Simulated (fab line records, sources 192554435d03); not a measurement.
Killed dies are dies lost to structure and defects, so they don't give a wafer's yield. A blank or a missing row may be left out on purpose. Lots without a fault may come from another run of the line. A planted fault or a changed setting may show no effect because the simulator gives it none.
fab line records | flow n5_finfet
record lots=5 wafers=15 last_day=18
route steps=1938 shown HKMG_FIN@409 BEOL_M4@1111
lots that met no fault: from a run of the same line without faults
start_h: hours from the record's first day to the start of the lot's first wafer shown | wait_h: hours since the lot's step before | " the same as in the row above | L1.1+2: a row that stands for several wafers | - no value, or no start given | * or withheld: withheld | < > ~ a bound
route shown NAME@n: a module of which the file shows steps, and the number in the route of the first | usual: mean/standard deviation of fault-free wafers | same: alike in all rows | chamber/n: place in a boat | sites: the reading at each site | _std_site: their standard deviation | _edge_site: outer sites' mean less inner sites' | radius_mm: how far each site lies from the wafer's centre | mask NAME#n: copy n | behind: the tool/chamber that last shaped the wafer | hold: why the lot was held/for how many hours/how that ended | device: the transistor (n, p or np) that didn't switch | end of line: the same wafers' tests at the end of the route | a step without rows: its recipe alone | killed: dies lost to structure and defects at the first sort, not the wafer's yield | map: a wafer's dies, x killed, . not, _ none there
set.NAME: the setting as run; set.NAME@STEP: as run at that earlier step | model.NAME: the simulator's own value behind a step, which no gauge read
lots at some steps of the route; a table a step, a row a wafer
services: from which hour (start_h, from the record's first day; less than 0 if before it) a tool's chamber was out of use, for how many hours, and why
## steps
# step N5_HKMG_FIN_STRIP_60
# recipe chemistry=N2/H2 power_w=2500 temp_c=300 h2_frac=0.65 time_s=360 pressure_mtorr=withheld n2_flow_sccm=1750 h2_flow_sccm=3250
# usual drypump_motor_current_A=5.60/0.25 h2_flow_sccm=3252/9.1 heater_power_w=465/26
# columns lot.wafer tool chamber start_h wait_h drypump_motor_current_A h2_flow_sccm heater_power_w rf_hours_counter_h
L976.1 plasma_asher-01 1 76.51 0.0 5.86 3237 432 94
L976.3 " 0 " " 5.36 3242 500 -
L976.5 " 1 " " 5.86 3246 432 -
L980.2 plasma_asher-02 0 99.60 0.0 5.36 3252 484 36
L980.5 " 1 " " 5.74 3256 448 -
L980.6 " 0 " " 5.37 3258 473 -
L992.2 plasma_asher-02 1 172.38 0.0 5.79 3244 450 47
L992.4 " 0 " " 5.34 3247 487 -
L992.6 " 0 " " 5.29 3251 491 -
L996.2 plasma_asher-01 0 192.35 0.0 5.38 3263 508 124
L996.3 " 1 " " 5.87 3250 434 -
L996.4 " 0 " " 5.38 3256 489 -
L999.1 plasma_asher-02 1 212.26 0.0 5.78 3254 435 53
L999.4 " 1 " " 5.78 3264 443 -
L999.6 " 0 " " 5.34 3248 480 -
# step N5_HKMG_FIN_WET_ETCH_77
# recipe chemistry=dHCl mix=1:10000 temp_c=25 target=La2O3 stop_on=HfO2 target_depth_nm=2
# step N5_HKMG_FIN_WET_ETCH_78
# recipe chemistry=dNH4OH mix=1:50 temp_c=25 target=Al2O3 stop_on=La2O3 target_depth_nm=4.5 dry=ipa_marangoni rinse_time_s=30 rinse_temp_c=23
# step N5_HKMG_FIN_ALD_79
# recipe material=TiN target_thk_a=15 temp_c=400 ald_precursor_family=TiCl4 ald_co_reactant=NH3 pulse_time_s=1 purge_time_s=3 co_reactant_purge_time_s=2 co_reactant_pulse_time_s=2 ald_cycles=68 pressure_torr=3
# usual ald_cycles=68/0 heater_power_w=841/70 precursor_pulse_height_rel=0.998/0.019
# columns lot.wafer tool chamber start_h wait_h ald_cycles heater_power_w precursor_pulse_height_rel
L976.1 ald_metal-01 3 77.00 0.0 68 858 0.988
L976.3 " 2 " " 68 777 0.989
L976.5 " 1 " " 68 757 0.972
L980.2 ald_metal-02 2 100.13 0.0 68 950 0.994
L980.5 " 3 " " 68 740 0.989
L980.6 " 2 " " 68 951 1.008
L992.2 ald_metal-01 2 172.87 0.0 68 798 1.000
L992.4 " 3 " " 68 870 0.983
L992.6 " 0 " " 68 864 0.980
L996.2 ald_metal-01 2 192.84 0.0 68 791 0.990
L996.3 " 0 " " 68 835 1.018
L996.4 " 2 " " 68 751 1.018
L999.1 ald_metal-01 1 212.75 0.0 68 751 1.019
L999.4 " 0 " " 68 831 1.013
L999.6 " 3 " " 68 864 0.999
# step N5_HKMG_FIN_CVD_62
# recipe material=a-Si target_thk_a=30 temp_c=500 precursor=Si2H6 pressure_torr=1 time_s=20.8
# step N5_HKMG_FIN_RTA_80
# recipe temp_c=withheld time_s=2 ambient=N2 idle_temp_c=600 ramp_up_c_per_s=150 ramp_down_c_per_s=60 cool_to_c=600
# step N5_HKMG_FIN_PRECLEAN_64
# recipe chemistry=dHF time_s=30 temp_c=25 dilution=withheld
# step N5_HKMG_FIN_WET_ETCH_65
# recipe chemistry=TMAH temp_c=70 conc_wt_pct=5 target=a-Si stop_on=TiN time_s=49 target_depth_nm=3
# step N5_HKMG_FIN_WET_ETCH_81
# recipe chemistry=SC1 target=TiN stop_on=HfO2 mix=1:1:5 temp_c=60 time_s=57 target_depth_nm=6
# step N5_HKMG_FIN_WET_ETCH_82
# recipe chemistry=dHCl mix=1:10000 temp_c=25 target=La2O3 stop_on=HfO2 target_depth_nm=2 dry=ipa_marangoni rinse_time_s=30 rinse_temp_c=23
# step N5_HKMG_FIN_ALD_36
# recipe material=TiN target_thk_a=10 temp_c=400 ald_precursor_family=TiCl4 ald_co_reactant=NH3 pulse_time_s=1 purge_time_s=3 co_reactant_purge_time_s=2 co_reactant_pulse_time_s=2 ald_cycles=47 pressure_torr=3
# step N5_HKMG_FIN_THK_MEAS_70
# recipe thk_meas_gauge=xrf reads=HfO2_of_HKMG_FIN_HK_ALD_01
# usual HK_THK=1.604/0.019
# columns lot.wafer tool chamber start_h wait_h HK_THK[nm]
L976.1 film_metro-01 - 78.12 0.2 1.606
L976.3 " - " " 1.611
L976.5 " - " " 1.595
L980.2 film_metro-02 - 101.46 0.2 1.596
L980.5 " - " " 1.591
L980.6 " - " " 1.587
L992.2 film_metro-01 - 174.28 0.2 1.581
L992.4 " - " " 1.589
L992.6 " - " " 1.604
L996.2 film_metro-01 - 194.00 0.3 1.612
L996.3 " - " " 1.594
L996.4 " - " " 1.617
L999.1 film_metro-02 - 213.91 0.3 1.598
L999.4 " - " " 1.582
L999.6 " - " " 1.607
# step N5_HKMG_FIN_PWFM_ALD_03
# recipe material=TiN target_thk_a=20 temp_c=400 ald_precursor_family=TiCl4 ald_co_reactant=NH3 pulse_time_s=1 purge_time_s=3 co_reactant_purge_time_s=2 co_reactant_pulse_time_s=2 ald_cycles=91 pressure_torr=3
# usual ald_cycles=91/0 heater_power_w=850/75 precursor_pulse_height_rel=1.003/0.022
# columns lot.wafer tool chamber start_h wait_h ald_cycles heater_power_w precursor_pulse_height_rel
L976.1 ald_metal-04 0 78.16 0.0 91 985 0.989
L976.3 " 1 " " 91 866 0.993
L976.5 " 0 " " 91 969 1.031
L980.2 ald_metal-04 0 101.49 0.0 91 973 0.993
L980.5 " 0 " " 101 1001 0.977
L980.6 " 1 " " 101 880 0.990
L992.2 ald_metal-02 1 174.32 0.0 91 798 1.010
L992.4 " 0 " " 91 888 1.005
L992.6 " 1 " " 91 815 1.031
L996.2 ald_metal-01 2 194.04 0.0 91 764 0.995
L996.3 " 0 " " 91 851 1.013
L996.4 " 2 " " 91 783 0.967
L999.1 ald_metal-02 0 213.95 0.0 91 873 0.996
L999.4 " 3 " " 91 758 0.997
L999.6 " 3 " " 91 757 1.005
# step N5_HKMG_FIN_COAT_29
# recipe resist=SOC temp_c=250 time_s=60 spin_rpm=1500 resist_thk_nm=300
# step N5_HKMG_FIN_COAT_30
# recipe resist=SiARC temp_c=220 time_s=60 spin_rpm=1500 resist_thk_nm=35
# step N5_HKMG_FIN_COAT_06
# recipe resist=CAR-ArF spin_rpm=1500 resist_thk_nm=90
# step N5_HKMG_FIN_EBR_08
# recipe solvent=PGMEA ebr_width_mm=1.5
# step N5_HKMG_FIN_SOFTBAKE_07
# recipe temp_c=110 time_s=60 resist=CAR-ArF
# step N5_HKMG_FIN_EXPOSE_09
# recipe mask_id=NWFM na=1.35 source_shape=conventional sigma_outer=0.8 polarization=unpolarized dose_mj=39.25
# step N5_HKMG_FIN_PEB_10
# recipe peb_temp_c=withheld peb_time_s=60 resist=CAR-ArF
# step N5_HKMG_FIN_DEVELOP_11
# recipe develop_time_s=30 developer=TMAH resist=CAR-ArF dev_temp_c=23 rinse_liquid=diw dry=air_spin
# step N5_HKMG_FIN_CD_MEAS_12
# recipe target_cd_nm=92.8 landing_energy_ev=500 detector=se_inlens
# usual cd_nm=92.9/0.68
# columns lot.wafer tool chamber start_h wait_h cd_nm
L976.1 cd_sem-03 0 78.88 - 92.4
L976.3 " 0 " " 92.8
L976.5 " 0 " " 93.8
L980.2 cd_sem-02 0 102.33 - 91.5
L980.5 " 0 " " 92.1
L980.6 " 0 " " 90.8
L992.2 cd_sem-03 0 175.15 - 92.6
L992.4 " 0 " " 93.7
L992.6 " 0 " " 94.0
L996.2 cd_sem-01 0 194.88 - 94.0
L996.3 " 0 " " 93.4
L996.4 " 0 " " 92.7
L999.1 cd_sem-02 0 214.66 - 92.2
L999.4 " 0 " " 92.1
L999.6 " 0 " " 91.9
# step N5_HKMG_FIN_OVL_MEAS_13
# recipe points_per_wafer=44
# usual NWFM_OVL=-0.5/0.73
# columns lot.wafer tool chamber start_h wait_h NWFM_OVL[nm]
L976.1 overlay-02 0 78.91 0.0 -1.6
L976.3 " 0 " " -0.9
L976.5 " 0 " " -0.4
L980.2 overlay-01 0 102.36 0.0 -1.2
L980.5 " 0 " " -1.2
L980.6 " 0 " " 0.0
L992.2 overlay-02 0 175.18 0.0 -0.4
L992.4 " 0 " " -1.5
L992.6 " 0 " " -0.9
L996.2 overlay-02 0 194.91 0.0 -0.6
L996.3 " 0 " " 0.8
L996.4 " 0 " " 1.0
L999.1 overlay-01 0 214.69 0.0 0.1
L999.4 " 0 " " -0.3
L999.6 " 0 " " 0.1
# step N5_HKMG_FIN_INSPECT_14
# recipe mode=adi inspect_instrument=macro
# usual raw_defect_count=1.9/1.4
# columns lot.wafer tool chamber start_h wait_h raw_defect_count
L976.1 defect_inspect-01 - 78.93 0.0 3
L976.3 " - " " 2
L976.5 " - " " 0
L980.2 defect_inspect-02 - 102.39 0.0 5
L980.5 " - " " 0
L980.6 " - " " 3
L992.2 defect_inspect-02 - 175.21 0.0 5
L992.4 " - " " 2
L992.6 " - " " 1
L996.2 defect_inspect-01 - 194.93 0.0 1
L996.3 " - " " 1
L996.4 " - " " 0
L999.1 defect_inspect-02 - 214.71 0.0 1
L999.4 " - " " 3
L999.6 " - " " 3
# step N5_HKMG_FIN_DESCUM_17
# recipe chemistry=O2 time_s=7.9 source_power_w=50 bias_power_w=20 pressure_mtorr=20 rf_frequency_hz=2.712e+07 temp_c=40 resist=CAR-ArF o2_flow_sccm=225
# step N5_HKMG_FIN_ETCH_31
# recipe chemistry=CF4 target=SiARC target_depth_a=455 mask_material=CAR-ArF time_s=75.8 ion_energy_ev=80 pressure_mtorr=40 source_w=545 bias_w=36 Ar_flow_sccm=100 cf4_flow_sccm=100 ends=cleared
# step N5_HKMG_FIN_ETCH_32
# recipe chemistry=N2/H2 target=SOC target_depth_a=2400 temp_c=40 time_s=300 ion_energy_ev=200 mask_material=SiARC pressure_mtorr=30 source_w=840 bias_w=150 n2_flow_sccm=200 h2_flow_sccm=200
# step N5_HKMG_FIN_STRIP_33
# recipe chemistry=N2/H2 temp_c=40 n2_flow_sccm=200 h2_flow_sccm=200 rf_frequency_hz=6e+07
# step N5_HKMG_FIN_STRIP_34
# recipe chemistry=CF4 resist=SiARC power_w=300 bias_power_w=75 pressure_mtorr=50 cf4_flow_sccm=150 rf_frequency_hz=6e+07
# step N5_HKMG_FIN_ETCH_35
# recipe chemistry=N2/H2 target=SOC target_depth_a=2158 ion_energy_ev=65 bias_w=5 source_w=3000 time_s=243.4 pressure_mtorr=30 n2_flow_sccm=200 h2_flow_sccm=200
# step N5_HKMG_FIN_STRIP_92
# recipe chemistry=N2/H2 material=SOC time_s=20 power_w=500 temp_c=40 pressure_mtorr=50 rf_frequency_hz=6e+07 bias_power_w=8 h2_frac=0.5 n2_flow_sccm=300 h2_flow_sccm=300
# step N5_HKMG_FIN_WET_ETCH_18
# recipe chemistry=SC1 target=TiN mix=1:1:5 temp_c=* time_s=55 target_depth_nm=5.2 dry=ipa_marangoni rinse_time_s=30 rinse_temp_c=23
# step N5_HKMG_FIN_STRIP_19
# recipe chemistry=N2/H2 power_w=2500 temp_c=300 h2_frac=0.65 time_s=360 pressure_mtorr=withheld n2_flow_sccm=1750 h2_flow_sccm=3250
# step N5_HKMG_FIN_ALD_91
# recipe material=TiN target_thk_a=10 temp_c=400 ald_precursor_family=TiCl4 ald_co_reactant=NH3 pulse_time_s=1 purge_time_s=3 co_reactant_purge_time_s=2 co_reactant_pulse_time_s=2 ald_cycles=47 pressure_torr=3
# step N5_HKMG_FIN_COAT_85
# recipe resist=SOC temp_c=250 time_s=60 spin_rpm=1500 resist_thk_nm=300
# step N5_HKMG_FIN_ETCH_86
# recipe chemistry=N2/H2 target=SOC target_depth_a=3932 stop_on=TiN ion_energy_ev=100 bias_w=61 pressure_mtorr=30 source_w=850 n2_flow_sccm=200 h2_flow_sccm=200
# usual bias_w=61.00/0.17 drypump_motor_current_A=5.6/0.57 h2_flow_sccm=200.0/0.66 oes_product_au=0.76/0.069 rf_vpp_V=240.3/1.2 showerhead_plenum_p_Torr=2.51/0.059 throttle_valve_pct=17.83/0.3
# columns lot.wafer tool chamber start_h wait_h bias_w drypump_motor_current_A h2_flow_sccm oes_product_au rf_hours_counter_h rf_vpp_V showerhead_plenum_p_Torr throttle_valve_pct
L976.1 rie_diel-01 3 80.73 - 61.10 5.2 200.3 0.70 211 240.7 2.53 18.03
L976.3 " 0 " " 61.25 4.9 198.8 0.84 70 240.0 2.48 17.82
L976.5 " 3 " " 60.94 5.2 200.1 0.71 - 241.8 2.53 18.04
L980.2 rie_diel-01 3 103.74 - 61.08 5.2 199.2 0.69 219 240.6 2.53 18.03
L980.5 " 3 " " 61.12 5.2 199.2 0.70 - 239.7 2.53 18.03
L980.6 " 0 " " 61.09 4.9 198.9 0.83 - 238.5 2.47 17.84
L992.2 rie_diel-06 1 176.69 - 60.93 4.8 199.4 0.75 151 239.2 2.44 18.05
L992.4 " 2 " " 60.69 6.6 200.7 0.67 246 237.1 2.40 17.89
L992.6 " 0 " " 61.27 5.6 199.8 0.76 - 240.7 2.53 17.76
L996.2 rie_diel-05 0 196.29 - 61.12 6.1 199.8 0.87 46 239.6 2.48 17.50
L996.3 " 1 " " 60.94 5.8 200.5 0.70 246 239.2 2.50 17.93
L996.4 " 2 " " 60.90 5.5 199.9 0.67 250 242.2 2.62 17.85
L999.1 rie_diel-05 1 216.49 - 61.02 5.8 200.1 0.69 254 241.4 2.49 17.94
L999.4 " 0 " " 61.06 6.1 200.2 0.86 - 239.8 2.48 17.51
L999.6 " 1 " " 60.63 5.7 198.8 0.69 - 240.6 2.49 17.96
# step N5_HKMG_FIN_STRIP_89
# recipe chemistry=N2/H2 material=SOC time_s=20 power_w=500 temp_c=40 pressure_mtorr=50 rf_frequency_hz=6e+07 bias_power_w=8 h2_frac=0.5 n2_flow_sccm=300 h2_flow_sccm=300
# usual drypump_motor_current_A=5.6/0.57 h2_flow_sccm=300.0/0.96 oes_product_au=0.76/0.076 rf_vpp_V=54.2/0.86 showerhead_plenum_p_Torr=3.32/0.075 throttle_valve_pct=19.0/0.42
# columns lot.wafer tool chamber start_h wait_h drypump_motor_current_A h2_flow_sccm oes_product_au rf_hours_counter_h rf_vpp_V showerhead_plenum_p_Torr throttle_valve_pct
L976.1 rie_diel-01 3 80.79 0.0 5.2 298.7 0.68 211 54.8 3.35 19.3
L976.3 " 0 " " 4.9 298.3 0.84 70 52.8 3.27 18.9
L976.5 " 3 " " 5.2 299.0 0.68 - 54.3 3.35 19.3
L980.2 rie_diel-01 3 103.80 0.0 5.3 300.6 0.67 219 54.0 3.34 19.3
L980.5 " 3 " " 5.3 300.3 0.68 - 54.2 3.34 19.3
L980.6 " 0 " " 4.9 300.8 0.83 - 52.4 3.27 18.9
L992.2 rie_diel-06 1 176.75 0.0 4.8 300.5 0.77 151 54.9 3.23 18.9
L992.4 " 2 " " 6.6 300.9 0.67 246 55.3 3.18 19.2
L992.6 " 0 " " 5.6 299.5 0.77 - 54.5 3.35 18.8
L996.2 rie_diel-05 0 196.35 0.0 6.1 300.9 0.87 46 53.6 3.28 18.8
L996.3 " 1 " " 5.8 298.7 0.70 246 53.7 3.30 19.1
L996.4 " 2 " " 5.6 299.5 0.65 250 55.1 3.45 19.3
L999.1 rie_diel-05 1 216.55 0.0 5.8 300.0 0.70 254 53.1 3.30 19.1
L999.4 " 0 " " 6.1 301.5 0.86 - 52.8 3.28 18.8
L999.6 " 1 " " 5.8 301.4 0.70 - 54.7 3.29 19.1
# step N5_HKMG_FIN_WET_ETCH_87
# recipe chemistry=SC1 target=TiN mix=1:2:40 temp_c=50 time_s=154.2 target_depth_nm=4.7 dry=ipa_marangoni rinse_time_s=30 rinse_temp_c=23
# step N5_HKMG_FIN_STRIP_88
# recipe chemistry=N2/H2 power_w=2500 temp_c=300 h2_frac=0.65 time_s=360 pressure_mtorr=withheld n2_flow_sccm=1750 h2_flow_sccm=3250
# step N5_HKMG_FIN_NWFM_ALD_20
# recipe material=TiAlC target_thk_a=20 temp_c=300 ald_precursor_family=TiCl4 ald_co_reactant=TEA pulse_time_s=3 purge_time_s=2 co_reactant_purge_time_s=2 co_reactant_pulse_time_s=10 ald_cycles=7 pressure_torr=3
# usual ald_cycles=7/0 heater_power_w=475/48 precursor_pulse_height_rel=1.001/0.018
# columns lot.wafer tool chamber start_h wait_h ald_cycles heater_power_w precursor_pulse_height_rel
L976.1 ald_metal-04 2 81.37 0.3 7 415 0.984
L976.3 " 3 " " 7 525 0.999
L976.5 " 3 " " 7 530 0.989
L980.2 ald_metal-04 3 104.37 0.3 7 530 1.011
L980.5 " 2 " " 7 405 1.003
L980.6 " 3 " " 7 526 0.999
L992.2 ald_metal-01 3 177.33 0.3 7 494 0.996
L992.4 " 3 " " 7 486 1.024
L992.6 " 2 " " 7 439 1.008
L996.2 ald_metal-01 3 196.93 0.3 7 497 1.027
L996.3 " 2 " " 7 435 1.025
L996.4 " 0 " " 7 483 1.025
L999.1 ald_metal-01 1 217.18 0.3 7 440 0.975
L999.4 " 2 " " 7 436 1.010
L999.6 " 2 " " 7 434 0.974
# step N5_HKMG_FIN_ALD_71
# recipe material=TiN target_thk_a=10 temp_c=400 ald_precursor_family=TiCl4 ald_co_reactant=NH3 pulse_time_s=1 purge_time_s=3 co_reactant_purge_time_s=2 co_reactant_pulse_time_s=2 ald_cycles=47 pressure_torr=3
# step N5_HKMG_FIN_COAT_66
# recipe resist=SOC temp_c=250 time_s=60 spin_rpm=1500 resist_thk_nm=300
# step N5_BEOL_M4_RC_MEAS_101
# usual DIBL_N=36.0/1.8 DIBL_P=36.3/2.4 IOFF_N=0.16/0.035 IOFF_P=0.21/0.036 ION_N=673/13 ION_P=461/7.2 SS_N=71.4/0.6 SS_P=73.2/0.7 VT_N=250/4 VT_P=-250.9/2.9 VT_P_LVT=-99.7/2.8
# columns lot.wafer tool chamber start_h wait_h DIBL_N[mV/V] DIBL_P[mV/V] IOFF_N[nA/um] IOFF_P[nA/um] ION_N[uA/um] ION_P[uA/um] SS_N[mV/dec] SS_P[mV/dec] VT_N[mV] VT_P[mV] VT_P_LVT[mV]
L976.1 prober-01 0 159.78 0.0 37.7 37.1 0.19 0.26 683 470 71.3 73.7 245 -248.4 -95.3
L976.3 " 0 " " 35.2 34.2 0.14 0.21 676 467 71.1 72.2 251 -249.9 -99.1
L976.5 " 0 " " 37.9 38.5 0.20 0.29 688 477 71.5 73.8 244 -245.4 -94.9
L980.2 prober-02 0 203.03 0.2 32.9 32.1 0.10 0.13 644 448 70.9 71.7 258 -255.2 -104.4
L980.5 " 0 " " 35.6 35.7 0.15 0.24 671 478 71.2 72.7 250 -244.1 -91.8
L980.6 " 0 " " 35.2 36.3 0.14 0.24 648 463 70.9 73.5 256 -246.4 -92.7
L992.2 prober-01 0 276.11 0.2 37.0 36.1 0.16 0.20 670 454 71.7 73.3 252 -253.1 -102.1
L992.4 " 0 " " 33.8 33.0 0.12 0.16 660 458 70.5 72.4 256 -254.9 -103.5
L992.6 " 0 " " 32.8 30.6 0.10 0.13 646 442 69.7 71.9 260 -255.0 -106.6
L996.2 prober-02 0 287.13 0.2 34.3 33.6 0.12 0.17 654 458 70.7 72.4 253 -252.0 -101.4
L996.3 " 0 " " 37.3 36.4 0.17 0.21 680 460 71.5 73.5 248 -250.0 -98.0
L996.4 " 0 " " 34.4 33.1 0.11 0.16 662 458 70.4 72.9 253 -258.8 -100.7
L999.1 prober-01 0 318.29 0.0 38.7 38.4 0.19 0.24 686 467 72.1 73.6 246 -247.2 -99.6
L999.4 " 0 " " 39.2 37.3 0.19 0.22 676 459 71.9 74.3 248 -250.4 -100.8
L999.6 " 0 " " 38.1 37.2 0.17 0.22 672 456 72.2 73.8 247 -249.7 -101.2
## services
# columns tool chamber start_h hours kind
ald_metal-01 - 54.21 8.7 pm
rie_diel-05 1 57.17 13.0 repair
ald_metal-02 - 71.59 14.6 pm
rie_diel-06 0 82.08 7.0 repair
rie_diel-01 - 90.23 0.2 repair
ald_metal-02 2 104.32 27.5 repair
ald_metal-01 - 111.61 2.8 pm
rie_diel-05 - 147.49 16.3 repair
ald_metal-02 2 152.01 47.3 repair
plasma_asher-02 - 154.00 17.9 repair
rie_diel-01 1 164.18 2.6 repair
ald_metal-02 - 165.23 2.8 pm
ald_metal-01 1 165.80 31.0 repair
ald_metal-02 0 168.46 3.2 repair
plasma_asher-02 - 174.04 0.6 repair
plasma_asher-02 - 180.28 12.1 repair
rie_diel-01 3 181.79 - clean
rie_diel-01 3 181.79 - consumable_replace:focus_ring
rie_diel-01 3 181.79 19.2 scheduled_down
rie_diel-01 3 181.79 19.2 vent_cycle
ald_metal-04 0 182.77 30.8 repair
ald_metal-04 2 188.80 22.7 repair
ald_metal-04 3 197.15 26.5 repair
plasma_asher-02 - 206.24 2.8 pm
## key
first_sign step=N5_HKMG_FIN_PWFM_ALD_03 reading=ald_cycles direction=up sigmas=99+ usual=* struck=*
effect step=N5_BEOL_M4_RC_MEAS_101 reading=VT_P_LVT direction=up sigmas=2.7 usual=-99.7 struck=-92.2
met_at N5_HKMG_FIN_PWFM_ALD_03
struck_wafers L980.5,L980.6
onset_between 78.16 101.49
fault kind=process_parameter_drift tool=ald_metal-04 chamber=- onset_h=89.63 steps=N5_HKMG_FIN_PWFM_ALD_03 channel=ald_cycles offset=* shape=step end_h=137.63 scope=struck_wafers_only acts_in=* stated=*
